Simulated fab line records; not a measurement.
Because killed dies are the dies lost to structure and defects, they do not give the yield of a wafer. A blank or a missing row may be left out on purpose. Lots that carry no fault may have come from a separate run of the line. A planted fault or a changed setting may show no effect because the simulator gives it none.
Chamber matching    flow n5-finfet    N5_BEOL_M1_ALD_98 on ald-sin-01: 4 sister chambers
The step deposits SiO2, target thk 2.5 nm, pulse time 1 s, co reactant pulse time 1 s. 16 wafers are shown with their chamber, then 8 later ones without.

WAFERS WITH THEIR CHAMBER
wafer   chamber  heater-power-w (W)  precursor-pulse-height-rel
L074.1  3        74                  0.998
L074.4  2        68                  1.019
L074.6  0        75                  0.969
L075.2  3        73                  1.026
L075.4  0        74                  0.986
L075.5  3        74                  0.966
L082.3  2        67                  0.964
L082.4  1        81                  1.014
L082.6  0        74                  0.979
L089.1  0        75                  1.022
L089.4  2        69                  1.020
L089.6  0        74                  0.978
L093.2  3        77                  0.995
L093.4  0        74                  1.004
L093.6  1        83                  1.009
L076.2  3        75                  1.002

SIGNATURES (averages over the wafers above)
reading                     chamber 0  chamber 1  chamber 2  chamber 3  scatter within a chamber
heater-power-w              74.33      82.00      68.00      74.60      1.1
precursor-pulse-height-rel  0.98967    1.01150    1.00100    0.99740    0.0221
Rule: a wafer's distance from a chamber is the root of the sum, over the readings, of the square of ((its reading less the chamber's mean) divided by the reading's scatter). The wafer belongs to the nearest chamber; if the next one is less than 2 further off, it can't be placed. The scatter: take each reading less its chamber's mean, square it, sum over the shown wafers, divide by the number of wafers less the number of chambers, and take the root.

WAFERS WITH NO CHAMBER GIVEN
wafer   heater-power-w (W)  precursor-pulse-height-rel
L076.3  83                  0.998
L076.5  75                  0.997
L094.4  66                  0.970
L094.5  68                  0.992
L094.6  76                  1.026
L095.1  73                  0.966
L095.3  75                  1.022
L095.6  67                  0.999

CHAMBER TAKEN BY EACH
wafer   from the rows above      in truth
L076.3  1                        1
L076.5  can't be placed: 3 or 0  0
L094.4  2                        2
L094.5  2                        2
L094.6  can't be placed: 3 or 0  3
L095.1  can't be placed: 0 or 3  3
L095.3  can't be placed: 3 or 0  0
L095.6  2                        2
Placed correctly: 4 of 8. These rows do not allow placing 4 (true chamber among the candidates in 4). Wrongly placed: 0.
